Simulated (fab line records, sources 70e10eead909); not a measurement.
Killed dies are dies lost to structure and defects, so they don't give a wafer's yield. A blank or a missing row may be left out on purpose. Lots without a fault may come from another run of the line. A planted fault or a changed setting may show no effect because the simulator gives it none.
Which tool did it? | flow nand_harc | 24 lots, 72 wafers sampled, at 6 steps of a route of 1302

WHAT THE GAUGES READ, wafer by wafer
NHARC_P_M2_CD_MEAS_09: target cd 170 nm.
lot  | measured     | on        | cd_nm (nm)
L074 | day 6 18:08  | cd_sem-03 | 168.8 169.6 169.9
L076 | day 7 09:38  | cd_sem-03 | 170.4 170.3 170.1
L075 | day 7 10:26  | cd_sem-03 | 169.5 169.5 169.6
L077 | day 7 20:02  | cd_sem-01 | 169.7 168.8 168.9
L078 | day 8 00:51  | cd_sem-01 | 169.3 169.8 170.1
L079 | day 8 16:58  | cd_sem-03 | 169.5 169.7 170.1
L080 | day 8 21:23  | cd_sem-01 | 169.7 169.6 170.1
L081 | day 9 07:34  | cd_sem-01 | 171.0 170.2 170.8
L082 | day 9 15:08  | cd_sem-01 | 169.7 169.9 169.3
L083 | day 10 07:48 | cd_sem-03 | 170.2 171.4 171.0
L084 | day 10 11:04 | cd_sem-03 | 169.9 170.5 170.2
L085 | day 10 19:04 | cd_sem-01 | 169.9 169.8 170.1
L086 | day 11 10:12 | cd_sem-03 | 170.7 170.1 170.1
L087 | day 11 16:50 | cd_sem-02 | 169.7 169.7 169.2
L088 | day 12 10:31 | cd_sem-02 | 168.4 169.2 168.2
L089 | day 12 10:40 | cd_sem-03 | 169.9 170.3 170.3
L090 | day 13 01:37 | cd_sem-03 | 171.1 170.1 170.0
L091 | day 13 12:02 | cd_sem-01 | 171.0 171.0 170.7
L092 | day 14 00:17 | cd_sem-03 | 169.5 168.7 169.9
L093 | day 14 07:41 | cd_sem-01 | 170.6 170.3 169.8
L094 | day 14 18:52 | cd_sem-02 | 169.9 169.3 170.1
L095 | day 15 01:53 | cd_sem-02 | 170.1 170.3 170.4
L096 | day 15 14:46 | cd_sem-01 | 170.1 169.7 169.7
L097 | day 15 22:20 | cd_sem-03 | 169.4 170.2 170.0

NHARC_P_BONDPAD_THK_MEAS_33: measures by ellipsometry.
lot  | measured     | on            | thk_nm (nm)
L074 | day 6 22:06  | film_metro-01 | 201.8 196.6 200.6
L076 | day 7 13:39  | film_metro-02 | 199.9 200.3 200.2
L075 | day 7 14:24  | film_metro-02 | 199.3 199.1 199.1
L077 | day 8 00:07  | film_metro-01 | 198.9 198.0 198.7
L078 | day 8 04:54  | film_metro-01 | 200.7 200.6 199.8
L079 | day 8 20:58  | film_metro-02 | 200.6 199.7 199.7
L080 | day 9 01:32  | film_metro-01 | 198.5 200.4 200.2
L081 | day 9 11:34  | film_metro-01 | 199.1 199.5 197.0
L082 | day 9 19:14  | film_metro-01 | 201.1 199.8 198.1
L083 | day 10 11:46 | film_metro-02 | 201.2 201.7 203.0
L084 | day 10 15:04 | film_metro-02 | 200.0 199.6 200.4
L085 | day 10 23:13 | film_metro-02 | 200.0 198.1 196.8
L086 | day 11 14:23 | film_metro-02 | 201.8 203.8 202.3
L087 | day 11 20:47 | film_metro-02 | 201.4 199.7 200.7
L088 | day 12 14:31 | film_metro-02 | 201.9 202.5 199.6
L089 | day 12 14:54 | film_metro-02 | 204.0 199.9 199.8
L090 | day 13 05:42 | film_metro-01 | 198.7 200.7 199.4
L091 | day 13 16:01 | film_metro-02 | 200.8 200.5 198.7
L092 | day 14 04:16 | film_metro-02 | 198.3 201.5 198.5
L093 | day 14 11:41 | film_metro-02 | 201.4 199.5 199.9
L094 | day 14 22:58 | film_metro-02 | 198.2 200.4 198.9
L095 | day 15 06:09 | film_metro-01 | 197.0 200.0 200.3
L096 | day 15 18:44 | film_metro-01 | 203.6 200.8 198.7
L097 | day 16 02:19 | film_metro-01 | 198.5 197.2 201.9

WHICH TOOL RAN EACH LOT (tool, then ch and the chambers of the sampled wafers, then the start)
lot  | NHARC_P_M1_PVD_20                       | NHARC_P_M2_ETCH_35                 | NHARC_P_M2_PRE_CLEAN_30                 | NHARC_P_M2_DEP_33
L074 | pvd_sputter-01, day 6 18:08 or earlier  | rie_diel-12 ch 0,1,2, day 6 18:25  | pvd_sputter-01, day 6 21:02 or earlier  | pecvd-03 ch 0,1,2, day 6 21:02
L076 | pvd_sputter-02, day 7 09:38 or earlier  | rie_diel-12 ch 1,2,3, day 7 09:54  | pvd_sputter-02, day 7 12:35 or earlier  | pecvd-01 ch 0,1, day 7 12:35
L075 | pvd_sputter-01, day 7 10:26 or earlier  | rie_diel-10 ch 0,1,2, day 7 10:42  | pvd_sputter-03, day 7 13:22 or earlier  | pecvd-03 ch 0,1, day 7 13:22
L077 | pvd_sputter-01, day 7 20:02 or earlier  | rie_diel-12 ch 0,2,3, day 7 20:21  | pvd_sputter-03, day 7 23:08 or earlier  | pecvd-02 ch 0,1,2, day 7 23:08
L078 | pvd_sputter-01, day 8 00:51 or earlier  | rie_diel-04 ch 0,2,3, day 8 01:08  | pvd_sputter-01, day 8 03:53 or earlier  | pecvd-03 ch 0,1,2, day 8 03:53
L079 | pvd_sputter-03, day 8 16:58 or earlier  | rie_diel-12 ch 0,1,3, day 8 17:14  | pvd_sputter-01, day 8 19:56 or earlier  | pecvd-02 ch 0,2, day 8 19:56
L080 | pvd_sputter-03, day 8 21:23 or earlier  | rie_diel-12 ch 0,1,2, day 8 21:39  | pvd_sputter-01, day 9 00:16 or earlier  | pecvd-01 ch 0,2, day 9 00:16
L081 | pvd_sputter-03, day 9 07:34 or earlier  | rie_diel-12 ch 0,2,3, day 9 07:50  | pvd_sputter-02, day 9 10:31 or earlier  | pecvd-01 ch 0,1,2, day 9 10:31
L082 | pvd_sputter-02, day 9 15:08 or earlier  | rie_diel-04 ch 2,3, day 9 15:26    | pvd_sputter-01, day 9 18:12 or earlier  | pecvd-02 ch 0,1, day 9 18:12
L083 | pvd_sputter-01, day 10 07:48 or earlier | rie_diel-12 ch 0,1,2, day 10 08:05 | pvd_sputter-03, day 10 10:47 or earlier | pecvd-03 ch 0,2, day 10 10:47
L084 | pvd_sputter-02, day 10 11:04 or earlier | rie_diel-12 ch 0,1,2, day 10 11:20 | pvd_sputter-03, day 10 13:59 or earlier | pecvd-03 ch 0,1, day 10 13:59
L085 | pvd_sputter-03, day 10 19:04 or earlier | rie_diel-12 ch 1,2, day 10 19:20   | pvd_sputter-01, day 10 22:08 or earlier | pecvd-03 ch 1,2, day 10 22:08
L086 | pvd_sputter-02, day 11 10:12 or earlier | rie_diel-12 ch 0,1, day 11 10:28   | pvd_sputter-03, day 11 13:22 or earlier | pecvd-03 ch 1,2, day 11 13:22
L087 | pvd_sputter-03, day 11 16:50 or earlier | rie_diel-12 ch 0,1,3, day 11 17:06 | pvd_sputter-02, day 11 19:46 or earlier | pecvd-02 ch 0,2, day 11 19:46
L088 | pvd_sputter-01, day 12 10:31 or earlier | rie_diel-10 ch 0,1, day 12 10:47   | pvd_sputter-03, day 12 13:26 or earlier | pecvd-02 ch 0,1,2, day 12 13:26
L089 | pvd_sputter-03, day 12 10:40 or earlier | rie_diel-04 ch 1,2,3, day 12 10:57 | pvd_sputter-02, day 12 13:42 or earlier | pecvd-03 ch 0,1, day 12 13:42
L090 | pvd_sputter-01, day 13 01:37 or earlier | rie_diel-12 ch 0,1,2, day 13 01:53 | pvd_sputter-03, day 13 04:38 or earlier | pecvd-01 ch 0,1,2, day 13 04:38
L091 | pvd_sputter-03, day 13 12:02 or earlier | rie_diel-12 ch 0,1,2, day 13 12:18 | pvd_sputter-01, day 13 14:56 or earlier | pecvd-02 ch 1,2, day 13 14:56
L092 | pvd_sputter-01, day 14 00:17 or earlier | rie_diel-10 ch 1,2,3, day 14 00:34 | pvd_sputter-03, day 14 03:11 or earlier | pecvd-02 ch 0,2, day 14 03:11
L093 | pvd_sputter-03, day 14 07:41 or earlier | rie_diel-12 ch 1,3, day 14 07:57   | pvd_sputter-01, day 14 10:37 or earlier | pecvd-02 ch 0,2, day 14 10:37
L094 | pvd_sputter-03, day 14 18:52 or earlier | rie_diel-12 ch 0,2, day 14 19:10   | pvd_sputter-01, day 14 21:53 or earlier | pecvd-03 ch 0,1, day 14 21:53
L095 | pvd_sputter-03, day 15 01:53 or earlier | rie_diel-04 ch 1,3, day 15 02:11   | pvd_sputter-02, day 15 05:07 or earlier | pecvd-02 ch 0,2, day 15 05:07
L096 | pvd_sputter-01, day 15 12:01            | rie_diel-04 ch 0,1,3, day 15 15:03 | pvd_sputter-01, day 15 17:48 or earlier | pecvd-03 ch 0,1,2, day 15 17:48
L097 | pvd_sputter-01, day 15 22:20 or earlier | rie_diel-12 ch 0,1,3, day 15 22:36 | pvd_sputter-02, day 16 01:14 or earlier | pecvd-02 ch 1,2, day 16 01:14
- NHARC_P_M1_PVD_20: deposits TaN, target thk 5 nm, time 8.06 s.
- NHARC_P_M2_ETCH_35: etches the open film in N2/H2, target depth 40 nm, overetch 12 nm, time 43.94 s.
- NHARC_P_M2_PRE_CLEAN_30: time 30 s.
- NHARC_P_M2_DEP_33: deposits SiCN, target thk 30 nm.

WHAT THE TOOLS THEMSELVES READ (means of the sampled wafers that have a number; where no wafer has one, the mark that the record gives instead)
NHARC_P_M1_PVD_20.
lot  | tool           | throttle_valve_pct (%)
L074 | pvd_sputter-01 | 29.3
L076 | pvd_sputter-02 | 30.8
L075 | pvd_sputter-01 | 29.6
L077 | pvd_sputter-01 | 29.6
L078 | pvd_sputter-01 | 30.3
L079 | pvd_sputter-03 | 29.2
L080 | pvd_sputter-03 | 29.4
L081 | pvd_sputter-03 | 28.7
L082 | pvd_sputter-02 | 30.7
L083 | pvd_sputter-01 | 29.2
L084 | pvd_sputter-02 | 30.1
L085 | pvd_sputter-03 | 28.6
L086 | pvd_sputter-02 | 30.7
L087 | pvd_sputter-03 | 29.2
L088 | pvd_sputter-01 | 29.4
L089 | pvd_sputter-03 | 29.3
L090 | pvd_sputter-01 | 29.5
L091 | pvd_sputter-03 | 28.7
L092 | pvd_sputter-01 | 29.3
L093 | pvd_sputter-03 | 29.1
L094 | pvd_sputter-03 | 29.3
L095 | pvd_sputter-03 | 29.4
L096 | pvd_sputter-01 | 28.8
L097 | pvd_sputter-01 | 30.0

NHARC_P_M2_ETCH_35.
lot  | tool        | drypump_motor_current_A (A) | oes_product_au (a.u.) | rf_vpp_V (V) | showerhead_plenum_p_Torr (Torr) | throttle_valve_pct (%)
L074 | rie_diel-12 | 5.5                         | 1.015                 | 430.6        | 2.06                            | 14.175
L076 | rie_diel-12 | 5.5                         | 1.010                 | 430.4        | 2.05                            | 14.168
L075 | rie_diel-10 | 5.3                         | 0.988                 | 430.0        | 2.02                            | 14.177
L077 | rie_diel-12 | 5.2                         | 1.007                 | 431.6        | 2.06                            | 14.172
L078 | rie_diel-04 | 6.1                         | 0.999                 | 431.7        | 2.06                            | 14.180
L079 | rie_diel-12 | 5.4                         | 1.015                 | 432.3        | 2.09                            | 14.157
L080 | rie_diel-12 | 5.5                         | 1.020                 | 430.5        | 2.05                            | 14.166
L081 | rie_diel-12 | 5.2                         | 1.009                 | 430.7        | 2.06                            | 14.174
L082 | rie_diel-04 | 6.0                         | 0.993                 | 431.1        | 2.06                            | 14.165
L083 | rie_diel-12 | 5.5                         | 1.017                 | 430.9        | 2.05                            | 14.178
L084 | rie_diel-12 | 5.5                         | 1.011                 | 431.1        | 2.05                            | 14.173
L085 | rie_diel-12 | 5.5                         | 1.008                 | 429.1        | 2.00                            | 14.172
L086 | rie_diel-12 | 5.4                         | 1.006                 | 432.1        | 2.10                            | 14.174
L087 | rie_diel-12 | 5.4                         | 1.005                 | 432.5        | 2.09                            | 14.167
L088 | rie_diel-10 | 5.4                         | 0.991                 | 428.7        | 1.94                            | 14.166
L089 | rie_diel-04 | 5.7                         | 1.007                 | 430.3        | 2.04                            | 14.171
L090 | rie_diel-12 | 5.5                         | 1.007                 | 430.2        | 2.05                            | 14.191
L091 | rie_diel-12 | 5.5                         | 1.006                 | 430.6        | 2.05                            | 14.178
L092 | rie_diel-10 | 5.6                         | 1.001                 | 432.5        | 2.10                            | 14.170
L093 | rie_diel-12 | 5.4                         | 1.002                 | 432.2        | 2.08                            | 14.178
L094 | rie_diel-12 | 5.3                         | 1.015                 | 429.9        | 2.02                            | 14.170
L095 | rie_diel-04 | 5.6                         | 0.996                 | 429.1        | 2.00                            | 14.169
L096 | rie_diel-04 | 5.6                         | 1.002                 | 429.3        | 2.00                            | 14.173
L097 | rie_diel-12 | 5.4                         | 0.997                 | 432.2        | 2.09                            | 14.174

NHARC_P_M2_PRE_CLEAN_30.
lot  | tool           | heater_power_w (W)
L074 | pvd_sputter-01 | 400
L076 | pvd_sputter-02 | 394
L075 | pvd_sputter-03 | 401
L077 | pvd_sputter-03 | 408
L078 | pvd_sputter-01 | 390
L079 | pvd_sputter-01 | 394
L080 | pvd_sputter-01 | 388
L081 | pvd_sputter-02 | 428
L082 | pvd_sputter-01 | 400
L083 | pvd_sputter-03 | 441
L084 | pvd_sputter-03 | 407
L085 | pvd_sputter-01 | 394
L086 | pvd_sputter-03 | 399
L087 | pvd_sputter-02 | 401
L088 | pvd_sputter-03 | 415
L089 | pvd_sputter-02 | 405
L090 | pvd_sputter-03 | 411
L091 | pvd_sputter-01 | 369
L092 | pvd_sputter-03 | 412
L093 | pvd_sputter-01 | 392
L094 | pvd_sputter-01 | 406
L095 | pvd_sputter-02 | 405
L096 | pvd_sputter-01 | 378
L097 | pvd_sputter-02 | 396

NHARC_P_M2_DEP_33.
lot  | tool     | heater_power_w (W)
L074 | pecvd-03 | 590
L076 | pecvd-01 | 511
L075 | pecvd-03 | 659
L077 | pecvd-02 | 542
L078 | pecvd-03 | 594
L079 | pecvd-02 | 521
L080 | pecvd-01 | 479
L081 | pecvd-01 | 508
L082 | pecvd-02 | 515
L083 | pecvd-03 | 592
L084 | pecvd-03 | 617
L085 | pecvd-03 | 494
L086 | pecvd-03 | 516
L087 | pecvd-02 | 525
L088 | pecvd-02 | 543
L089 | pecvd-03 | 587
L090 | pecvd-01 | 473
L091 | pecvd-02 | 504
L092 | pecvd-02 | 634
L093 | pecvd-02 | 554
L094 | pecvd-03 | 612
L095 | pecvd-02 | 540
L096 | pecvd-03 | 598
L097 | pecvd-02 | 490

THE ANSWER, worked out from the rows above alone
Rule: what is usual is taken from the lots themselves. Put in order of their means at a reading, lots are off if they are a third of the lots or fewer, leave a main group of 4 or more, and stand apart from it by a gap of 3 or more times the standard deviation of the main group's means; of several such gaps the widest counts. A main group whose means are all the same, to the digits that the tables above print for the reading, isn't used. A lot without any number at a reading at which 4 lots or more have one is off too. The other lots that the step has rows for count as sound. The gauges are gone through in route order, then the tools' own readings, and for those a lot's mean is taken as printed above. The first step at which some lot is off is used, and at that step the reading that is off furthest; a lot without a number counts as furthest.
No lot is off at any reading shown: from this, nothing can be told.

WHAT THE SIMULATOR HAD PUT IN
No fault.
